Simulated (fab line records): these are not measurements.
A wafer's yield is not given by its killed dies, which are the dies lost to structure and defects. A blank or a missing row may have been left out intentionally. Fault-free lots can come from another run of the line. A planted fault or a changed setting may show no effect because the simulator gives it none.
Which tool is to blame? | flow n5Finfet | Sampling: 10 lots, 30 wafers, 2 of 1938 route steps

WHAT EACH GAUGE READ, for each wafer
N5_BEOL_M5_OVL_MEAS_29. Usual: V4_OVL -0.2 nm, standard deviation 0.71.
lot  | measured     | on         | V4_OVL (nm)    | flag
L825 | day 8 14:07  | overlay-01 | 0.9 0.0 1.1    | 
L828 | day 9 12:29  | overlay-02 | -0.7 -0.9 -1.3 | 
L829 | day 10 01:44 | overlay-02 | 0.6 0.9 0.6    | 
L830 | day 10 07:22 | overlay-02 | -1.1 -0.4 -1.2 | 
L831 | day 10 19:10 | overlay-02 | -0.3 -0.4 0.3  | 
L832 | day 11 00:58 | overlay-01 | -0.6 -0.2 0.0  | 
L834 | day 11 01:35 | overlay-02 | 0.3 0.0 -0.3   | 
L840 | day 12 14:14 | overlay-01 | 1.2 -0.2 -1.0  | 
L842 | day 13 16:16 | overlay-01 | -1.2 -1.5 -0.6 | 
L844 | day 13 21:13 | overlay-02 | -1.2 -0.5 0.4  | 

N5_BEOL_M5_INSPECT_30: inspects for defects (brightfield). Usual: rawDefectCount at 420, with a standard deviation of 99.
lot  | measured     | on               | rawDefectCount | flag
L825 | day 8 14:10  | defectInspect-01 | 374 272 491    | 
L828 | day 9 12:32  | defectInspect-02 | 374 436 482    | 
L829 | day 10 01:47 | defectInspect-01 | 360 300 344    | 
L830 | day 10 07:26 | defectInspect-02 | 286 368 376    | 
L831 | day 10 19:13 | defectInspect-01 | 421 428 338    | 
L832 | day 11 01:01 | defectInspect-01 | 358 510 352    | 
L834 | day 11 01:39 | defectInspect-02 | 467 372 463    | 
L840 | day 12 14:17 | defectInspect-01 | 367 395 470    | 
L842 | day 13 16:19 | defectInspect-02 | 383 511 549    | 
L844 | day 13 21:17 | defectInspect-02 | 601 470 625    | 

EACH LOT AND THE TOOL THAT RAN IT (in order: tool; ch and the chambers of the sampled wafers; start)
Before these readings, the record contains no process step.

WHAT THE TOOLS THEMSELVES READ (means of the sampled wafers that have a number; where no wafer has one, the mark that the record gives instead)
The record holds no such reading with a usual standard deviation.

THE ANSWER, worked out from the rows above alone
Rule: a lot counts as off when the mean over its wafers that have a number is more than 3 standard deviations away from the usual mean. Also off: a lot with no number at a reading for which 4 or more lots have one. Where the step has rows for the other lots, those lots are counted as sound. Order of review: gauges by route order, followed by the tools' own readings, for which a lot's mean as printed above is used. At the first step where some lot is off, the reading lying furthest off is the one used; lots without a number count as furthest.
None of the lots is off at any reading shown; this tells nothing.

WHAT THE SIMULATOR HAD PUT IN
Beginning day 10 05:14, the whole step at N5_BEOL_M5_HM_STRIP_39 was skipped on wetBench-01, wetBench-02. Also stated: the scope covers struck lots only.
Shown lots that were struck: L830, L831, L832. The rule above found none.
